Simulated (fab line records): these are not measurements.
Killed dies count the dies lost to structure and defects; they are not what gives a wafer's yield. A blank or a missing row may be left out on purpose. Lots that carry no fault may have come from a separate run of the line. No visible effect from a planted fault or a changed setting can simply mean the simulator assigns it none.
Comparing a struck lot with a sound one ; flow n5 finfet ; 24 out of 1938 route steps
Sound: these wafers, L667.2, L667.3, L667.4. The struck wafers were L683.3, L683.5, L683.6. The cause comes at the end.
At each step with rows: each side's tool, then ch and its chambers, then its first start. Under that, the readings that differ: sound wafers ; struck wafers ; difference of the means ; sigmas: that difference in standard deviations of wafers without a fault.
alike: readings whose means differ by less than 2 such deviations, and words and numbers that are the same on both sides. not compared: withheld readings, readings that some wafer has no value for, bounds like >300 that may hide the same value, and numbers for which the record gives no deviation and whose values overlap.
A row with sigmas, a row that says differs or no value, or rows on one side alone: a step with any of these is where the two part. Numbers that have no deviation but don't overlap get no sigmas and don't part them. A reading that every wafer of one side lacks parts them only if that side has two wafers or more.

N5_BEOL_M8_THK_MEAS_53: measures by xrf.
  struck on film metro-01, day 14 09:59; sound on film metro-02, day 10 03:26
  alike: M8_THK
then, 1 step without rows for these wafers: N5_BEOL_M8_PRE_CLEAN_55 (time 15 s).
N5_BEOL_M8_DEP_56: deposits SiCN from 3MS/NH3, target thk 10 nm, time 17.5 s.
  sound on pecvd-03 ch 1,2, day 10 03:29; struck on pecvd-04 ch 0,2, day 14 10:04
  alike: showerhead plenum p Torr, throttle valve pct
N5_BEOL_M8_RS_MEAS_57: a four-point-probe measurement.
  struck on film metro-01, day 14 10:08; sound on film metro-02, day 10 03:34
  alike: M8_RS
N5_BEOL_M8_INSPECT_58: inspects for defects (darkfield).
  struck on defect inspect-01, day 14 10:09; sound on defect inspect-02, day 10 03:35
  alike: raw defect count
N5_BEOL_M9_ILD_DEP_00: deposits SiCOH lowk from DEMS/porogen, target thk 308.51 nm, time 58 s.
  sound on pecvd-03 ch 1,2, day 10 03:37; struck on pecvd-03 ch 0,1,2, day 14 10:11
  alike: heater power w, showerhead plenum p Torr, throttle valve pct
N5_BEOL_M9_CURE_71: cures SiCOH lowk, time 240 s.
  sound on uv cure-03 ch 1, day 10 03:47; struck on uv cure-01 ch 2, day 14 10:26
  alike: lamp power pct, wafer_temp_C_max
N5_BEOL_M9_THK_MEAS_01:
  struck on film metro-02, day 14 10:47; sound on film metro-01, day 10 04:13
  alike: M9_ILD_THK
N5_BEOL_M9_PECVD_70: deposits SiO2 from TEOS/O2, target thk 20 nm, time 22.7 s.
  sound on pecvd-02 ch 0,1, day 10 04:15; struck on pecvd-01 ch 0,2, day 14 10:49
  alike: heater power w, showerhead plenum p Torr, throttle valve pct
N5_BEOL_M9_HM_DEP_02: deposits TiN, target thk 20 nm.
  struck on pvd sputter-01, day 14 11:56; sound on pvd sputter-03, day 10 06:04
  alike: throttle valve pct
then, 2 steps without rows for these wafers: N5_BEOL_M9_COAT_59 (time 60 s, resist thk 100 nm); N5_BEOL_M9_COAT_60 (time 60 s, resist thk 30 nm).
N5_BEOL_M9_COAT_05: resist thk 90 nm.
  sound on litho track-04 ch 0, day 10 06:12; struck on litho track-01 ch 0, day 14 12:04
reading;sound;struck;difference;sigmas
spin speed rpm (rpm);1500.9 1500.0 1500.2;1723.0 1722.9 1720.5;+221.8;+99 or more
model.CAR-ArF_of_BEOL_M9_COAT_05.thk nm (nm);90.4 90.2 90.2;84.2 84.6 84.4;-5.9;
then, 5 steps without rows for these wafers: N5_BEOL_M9_EBR_07; N5_BEOL_M9_SOFTBAKE_06 (time 60 s); N5_BEOL_M9_EXPOSE_08 (exposes mask M9); N5_BEOL_M9_PEB_09 (peb time 60 s); N5_BEOL_M9_DEVELOP_10 (develop time 30 s).
N5_BEOL_M9_CD_MEAS_11: the cd target is 64.1 nm.
  sound on cd sem-03 ch 0, day 10 06:34; struck on cd sem-02 ch 0, day 14 12:19
  alike: cd nm
N5_BEOL_M9_OVL_MEAS_12:
  sound on overlay-01 ch 0, day 10 06:35; struck on overlay-02 ch 0, day 14 12:20
  alike: M9_OVL
N5_BEOL_M9_INSPECT_13: inspects for defects (brightfield).
  struck on defect inspect-02, day 14 12:22; sound on defect inspect-02, day 10 06:37
  alike: raw defect count
then, 1 step without rows for these wafers: N5_BEOL_M9_DESCUM_16 (chemistry O2, time 7.9 s).
N5_BEOL_M9_ETCH_61: etches SiARC in CF4, target depth 39 nm, time 65 s.
  sound on rie diel-02 ch 0,1,3, day 10 06:41; struck on rie diel-02 ch 0,1,2, day 14 12:26
reading;sound;struck;difference;sigmas
model.CAR-ArF_of_BEOL_M9_COAT_05.thk nm (nm);55.8 55.6 55.8;49.8 50.2 50;-5.7;
  alike: cf4 flow sccm, drypump motor current A, etch rf on time s, oes product au, rf vpp V, showerhead plenum p Torr, throttle valve pct
  not compared: rf hours counter h
then, 1 step without rows for these wafers: N5_BEOL_M9_ETCH_62 (etches SOC in N2/H2, target depth 110 nm, overetch 22 nm, time 165 s).

## WHERE THEY PART
At N5_BEOL_M9_COAT_05 and nowhere else, as far as this record goes. Later steps at which nothing parts them and some readings are alike: N5_BEOL_M9_CD_MEAS_11, N5_BEOL_M9_OVL_MEAS_12, N5_BEOL_M9_INSPECT_13, N5_BEOL_M9_ETCH_61.

WHY: what had been put in by the simulator
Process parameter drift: litho track-01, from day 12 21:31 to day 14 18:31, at N5_BEOL_M9_COAT_05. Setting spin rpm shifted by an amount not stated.
